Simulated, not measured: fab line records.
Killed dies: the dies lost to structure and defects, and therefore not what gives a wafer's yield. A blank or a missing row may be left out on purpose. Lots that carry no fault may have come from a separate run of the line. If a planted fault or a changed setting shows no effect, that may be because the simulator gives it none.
Commonality check across tools + flow n5 finfet + Sample size 8 lots and 24 wafers

## REASON FOR OPENING
3 of 8 lots carry a flag on the reading GC_FILL_THK at N5_GATE_CUT_THK_MEAS_24. Wafers without a fault read 218.8 nm, standard deviation 1.9.
Rule: a lot is flagged when every wafer of it that has a number lies more than 4 standard deviations from that mean, or none has a number. The rest of the lots are taken to be sound.

| lot  | measured     | on            | GC_FILL_THK (nm), wafer by wafer | flag    |
|------|--------------|---------------|----------------------------------|---------|
| L832 | day 6 11:22  | film metro-02 | 228.1 228.8 226.5                | FLAGGED |
| L831 | day 6 13:11  | film metro-01 | 227.7 228.0 228.5                | FLAGGED |
| L833 | day 6 20:17  | film metro-01 | 228.4 229.9 229.8                | FLAGGED |
| L840 | day 8 09:11  | film metro-02 | 217.0 219.1 219.7                |         |
| L842 | day 9 00:36  | film metro-02 | 218.6 218.3 221.6                |         |
| L844 | day 9 08:36  | film metro-01 | 217.8 217.3 220.1                |         |
| L847 | day 10 05:02 | film metro-02 | 221.2 221.9 220.6                |         |
| L848 | day 10 09:58 | film metro-02 | 215.4 219.7 219.9                |         |
On average the flagged lots' numbers are 228.4 nm, which is +9.6 nm against the usual, or +5 standard deviations.

## TOOL THAT RAN EACH LOT
The record holds 4 process steps before the reading, out of a route of 1938 steps. Every cell lists first the tool, next ch and the chambers used by the sampled wafers, and last the start.
| lot  | flag    | N5_GATE_CUT_ETCH_28               | N5_GATE_CUT_STRIP_41              | N5_GATE_CUT_CUT_ETCH_53           | N5_GATE_CUT_ETCH_47               |
|------|---------|-----------------------------------|-----------------------------------|-----------------------------------|-----------------------------------|
| L832 | FLAGGED | rie diel-01 ch 2,3, day 6 08:47   | rie diel-01 ch 2,3, day 6 08:59   | rie metal-01 ch 0,1, day 6 09:08  | rie metal-01 ch 0,1, day 6 09:17  |
| L831 | FLAGGED | rie diel-03 ch 0,1,2, day 6 10:14 | rie diel-03 ch 0,1,2, day 6 10:26 | rie metal-02 ch 0,1, day 6 10:36  | rie metal-02 ch 0,1, day 6 10:45  |
| L833 | FLAGGED | rie diel-03 ch 1,2, day 6 17:31   | rie diel-03 ch 1,2, day 6 17:43   | rie metal-02 ch 0,1, day 6 17:53  | rie metal-02 ch 0,1, day 6 18:02  |
| L840 |         | rie diel-01 ch 1,2, day 8 06:29   | rie diel-01 ch 1,2, day 8 06:40   | rie metal-01 ch 0,1, day 8 06:52  | rie metal-01 ch 0,1, day 8 07:03  |
| L842 |         | rie diel-01 ch 0,3, day 8 21:43   | rie diel-01 ch 0,3, day 8 21:55   | rie metal-02 ch 0,1, day 8 22:05  | rie metal-02 ch 0,1, day 8 22:14  |
| L844 |         | rie diel-03 ch 0,1,2, day 9 05:59 | rie diel-03 ch 0,1,2, day 9 06:11 | rie metal-01 ch 0,1, day 9 06:21  | rie metal-01 ch 0,1, day 9 06:30  |
| L847 |         | rie diel-01 ch 0,1, day 10 02:20  | rie diel-01 ch 0,1, day 10 02:32  | rie metal-01 ch 0,1, day 10 02:43 | rie metal-01 ch 0,1, day 10 02:52 |
| L848 |         | rie diel-06 ch 0,2, day 10 07:22  | rie diel-06 ch 0,2, day 10 07:33  | rie metal-02 ch 0,1, day 10 07:43 | rie metal-02 ch 0,1, day 10 07:52 |
What these steps do:
- N5_GATE_CUT_ETCH_28: etches underlayer in N2/H2, target depth 13 nm, time 10.4 s.
- N5_GATE_CUT_STRIP_41: strips in CF4.
- N5_GATE_CUT_CUT_ETCH_53: etches W in SF6/Cl2, target depth 79.2 nm.
- N5_GATE_CUT_ETCH_47: etches SiO2 in Cl2/BCl3, target depth 10 nm.
- N5_GATE_CUT_THK_MEAS_24

## FLAGGED OVER TOTAL, TOOL BY TOOL (the gauges that took the reading come last)
| step                    | tool          | lots run | flagged | share of the flagged lots | sound lots run after its first flagged lot |
|-------------------------|---------------|----------|---------|---------------------------|--------------------------------------------|
| N5_GATE_CUT_ETCH_28     | rie diel-01   | 4        | 1       | some                      | 3 (L840,L842,L847)                         |
| N5_GATE_CUT_ETCH_28     | rie diel-03   | 3        | 2       | some                      | 1 (L844)                                   |
| N5_GATE_CUT_ETCH_28     | rie diel-06   | 1        | 0       | none                      | -                                          |
| N5_GATE_CUT_STRIP_41    | rie diel-01   | 4        | 1       | some                      | 3 (L840,L842,L847)                         |
| N5_GATE_CUT_STRIP_41    | rie diel-03   | 3        | 2       | some                      | 1 (L844)                                   |
| N5_GATE_CUT_STRIP_41    | rie diel-06   | 1        | 0       | none                      | -                                          |
| N5_GATE_CUT_CUT_ETCH_53 | rie metal-01  | 4        | 1       | some                      | 3 (L840,L844,L847)                         |
| N5_GATE_CUT_CUT_ETCH_53 | rie metal-02  | 4        | 2       | some                      | 2 (L842,L848)                              |
| N5_GATE_CUT_ETCH_47     | rie metal-01  | 4        | 1       | some                      | 3 (L840,L844,L847)                         |
| N5_GATE_CUT_ETCH_47     | rie metal-02  | 4        | 2       | some                      | 2 (L842,L848)                              |
| N5_GATE_CUT_THK_MEAS_24 | film metro-01 | 3        | 2       | some                      | 1 (L844)                                   |
| N5_GATE_CUT_THK_MEAS_24 | film metro-02 | 5        | 1       | some                      | 4 (L840,L842,L847,L848)                    |

## THE TABLE: WHAT IT ALLOWS
No row of the table ran every flagged lot.

## WHAT THE SIMULATOR HAD PUT IN
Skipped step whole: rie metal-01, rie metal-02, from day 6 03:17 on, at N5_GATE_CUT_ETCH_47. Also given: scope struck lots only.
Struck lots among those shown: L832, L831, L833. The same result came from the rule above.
